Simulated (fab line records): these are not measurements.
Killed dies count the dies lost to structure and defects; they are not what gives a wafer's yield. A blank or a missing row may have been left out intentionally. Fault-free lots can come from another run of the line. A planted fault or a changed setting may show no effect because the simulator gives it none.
Problem report, 8D (eight disciplines) form, completed by code ; flow n5 finfet ; the parts of the form that need people (team, actions taken, sign-off) are left out

1. THE ISSUE
run length s at N5_BEOL_M5_ETCH_68 reads a mean of 156.0 s on 4 wafers of 3 lots; wafers without a fault read 143.1 s with a standard deviation of 0.39. That puts it +33 standard deviations away from the usual mean.
The step: etches SOC in N2/H2, target depth 80 nm, overetch 16 nm, time 120 s.
Earliest sighting: wafer L411.4 on rie diel-02 at day 11 12:10. The record holds 18 wafers of 7 lots with a number at this step. Rule for "out" (also "out of limits"): further than 4 standard deviations from the usual mean. The other wafers with a number count as sound.

2. WHAT IT IS, AND WHAT IT ISN'T
question;is;is not
which readings at this step;run length s;drypump motor current A, h2 flow sccm, oes product au, rf vpp V, showerhead plenum p Torr, throttle valve pct
which lots;L411, L413, L414;L403, L407, L417, L421
which wafers of those lots;L411.4, L413.3, L413.4, L414.3;L411.5, L414.1
read on which tools;rie diel-02;rie diel-01, rie diel-03
when;from day 11 12:10;"up to then (7 sound wafers); but 7 sound wafers of L414, L417, L421 came after"

3. WHAT RULES OUT EACH SUSPECT
Counting: any tool at a process step up to the reading remains a suspect provided it ran every lot that is out. Sound lots after the first of them don't rule it out here, since some wafers of a struck lot are sound.
- rie diel-02 at N5_BEOL_M5_DESCUM_33 (chemistry O2, time 7 s): kept. Every lot that is out went through it, the first being L411 (day 11 12:05); the last sound lot it ran before that was L407 (day 10 10:20).
- rie diel-02 at N5_BEOL_M5_ETCH_75 (etches underlayer in N2/H2, target depth 6.5 nm, time 5.2 s): kept. Every lot that is out went through it, the first being L411 (day 11 12:07); the last sound lot it ran before that was L407 (day 10 10:22).
- rie diel-02 at N5_BEOL_M5_ETCH_67 (etches SiARC in CF4, target depth 15.6 nm, time 26 s): kept. Every lot that is out went through it, the first being L411 (day 11 12:08); the last sound lot it ran before that was L407 (day 10 10:23).
- rie diel-02 at N5_BEOL_M5_ETCH_68 (etches SOC in N2/H2, target depth 80 nm, overetch 16 nm, time 120 s): kept. Every lot that is out went through it, the first being L411 (day 11 12:10); the last sound lot it ran before that was L407 (day 10 10:25). Out on those wafers are its own readings of run length s.
Left after counting: rie diel-02 at N5_BEOL_M5_DESCUM_33, rie diel-02 at N5_BEOL_M5_ETCH_75, rie diel-02 at N5_BEOL_M5_ETCH_67, rie diel-02 at N5_BEOL_M5_ETCH_68.

4. THE CAUSE (what the simulator had put in)
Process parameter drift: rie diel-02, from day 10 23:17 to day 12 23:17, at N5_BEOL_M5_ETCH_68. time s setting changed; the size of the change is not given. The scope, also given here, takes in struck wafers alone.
Counting left 4 suspects, and this tool is among them.

5. SEQUENCE OF EFFECTS, ordered by route
One row per reading whose mean, taken over the struck wafers that have a number, lies over 3 standard deviations from the usual. Only readings for which the record gives a usual standard deviation are gone through. hours: the time from each lot's start at the first step in this table that gives one to its start at this step, as a median over the lots. sigmas: the change in usual standard deviations.
hours;step;reading;usual;on struck wafers;change;sigmas
0;N5_BEOL_M5_ETCH_68;run length s;143.1 s;156.0;+12.9;+33
Process steps it contains:
- N5_BEOL_M5_ETCH_68: etches SOC in N2/H2, target depth 80 nm, overetch 16 nm, time 120 s.

6. WHAT WOULD HAVE CAUGHT IT SOONER
In this record no reading fell out of limits until day 11 12:10, 13 hours after the fault had begun at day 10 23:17.
